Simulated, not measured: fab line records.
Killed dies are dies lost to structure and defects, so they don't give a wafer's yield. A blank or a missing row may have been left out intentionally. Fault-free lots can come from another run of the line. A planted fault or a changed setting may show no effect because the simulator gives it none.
Chamber matching :: flow n5_finfet :: N5_BEOL_M0_SAQP_PECVD_03 on pecvd-02: 3 sister chambers
The step deposits SiCN from 3MS/NH3, target thk 12 nm, time 21.1 s. 6 wafers are shown with their chamber, then 12 later ones without.

== WAFERS WITH THEIR CHAMBER ==
wafer: L090.4
chamber: 0
showerhead_plenum_p_Torr (Torr): 3.684
throttle_valve_pct (%): 8.7

wafer: L090.5
chamber: 2
showerhead_plenum_p_Torr (Torr): 3.676
throttle_valve_pct (%): 9.4

wafer: L090.6
chamber: 1
showerhead_plenum_p_Torr (Torr): 3.657
throttle_valve_pct (%): 9.0

wafer: L092.1
chamber: 1
showerhead_plenum_p_Torr (Torr): 3.647
throttle_valve_pct (%): 9.0

wafer: L092.2
chamber: 2
showerhead_plenum_p_Torr (Torr): 3.670
throttle_valve_pct (%): 9.5

wafer: L092.3
chamber: 0
showerhead_plenum_p_Torr (Torr): 3.684
throttle_valve_pct (%): 8.6

== WAFERS MISSING THEIR CHAMBER ==
wafer: L092.4
showerhead_plenum_p_Torr (Torr): 3.662
throttle_valve_pct (%): 8.7

wafer: L092.5
showerhead_plenum_p_Torr (Torr): 3.677
throttle_valve_pct (%): 9.3

wafer: L092.6
showerhead_plenum_p_Torr (Torr): 3.674
throttle_valve_pct (%): 8.8

wafer: L093.3
showerhead_plenum_p_Torr (Torr): 3.675
throttle_valve_pct (%): 8.8

wafer: L093.4
showerhead_plenum_p_Torr (Torr): 3.662
throttle_valve_pct (%): 8.7

wafer: L093.6
showerhead_plenum_p_Torr (Torr): 3.681
throttle_valve_pct (%): 8.9

wafer: L096.2
showerhead_plenum_p_Torr (Torr): 3.677
throttle_valve_pct (%): 9.0

wafer: L096.4
showerhead_plenum_p_Torr (Torr): 3.678
throttle_valve_pct (%): 9.3

wafer: L096.5
showerhead_plenum_p_Torr (Torr): 3.671
throttle_valve_pct (%): 9.4

wafer: L097.1
showerhead_plenum_p_Torr (Torr): 3.658
throttle_valve_pct (%): 8.7

wafer: L097.2
showerhead_plenum_p_Torr (Torr): 3.673
throttle_valve_pct (%): 9.0

wafer: L097.5
showerhead_plenum_p_Torr (Torr): 3.686
throttle_valve_pct (%): 9.2

== THE CHAMBER EACH PASSED THROUGH ==
wafer: L092.4
from the rows above: can't be placed: 0 or 1
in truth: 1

wafer: L092.5
from the rows above: 2
in truth: 2

wafer: L092.6
from the rows above: 0
in truth: 0

wafer: L093.3
from the rows above: 0
in truth: 0

wafer: L093.4
from the rows above: can't be placed: 0 or 1
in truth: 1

wafer: L093.6
from the rows above: can't be placed: 0 or 1
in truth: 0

wafer: L096.2
from the rows above: can't be placed: 1 or 0
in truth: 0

wafer: L096.4
from the rows above: 2
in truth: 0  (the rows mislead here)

wafer: L096.5
from the rows above: 2
in truth: 2

wafer: L097.1
from the rows above: can't be placed: 1 or 0
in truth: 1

wafer: L097.2
from the rows above: 1
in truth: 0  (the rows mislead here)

wafer: L097.5
from the rows above: 2
in truth: 2
Correct placement for 5 of the 12. Unplaceable from these rows: 5, with the true chamber sitting among the candidates in 5. Number placed wrongly: 2.
How it was worked out, from the rows above alone: a wafer's distance from a chamber is the root of the sum, over the readings, of the square of ((its reading less the chamber's mean) divided by the reading's scatter). If the next closest chamber is less than 2 further off than the closest, the wafer can't be placed; otherwise it belongs to the closest. A chamber's mean is the mean of its shown wafers. How the scatter is found: for the shown wafers, subtract from each reading the mean of its chamber, square and add these, divide the total by (wafers less chambers), then take the root.
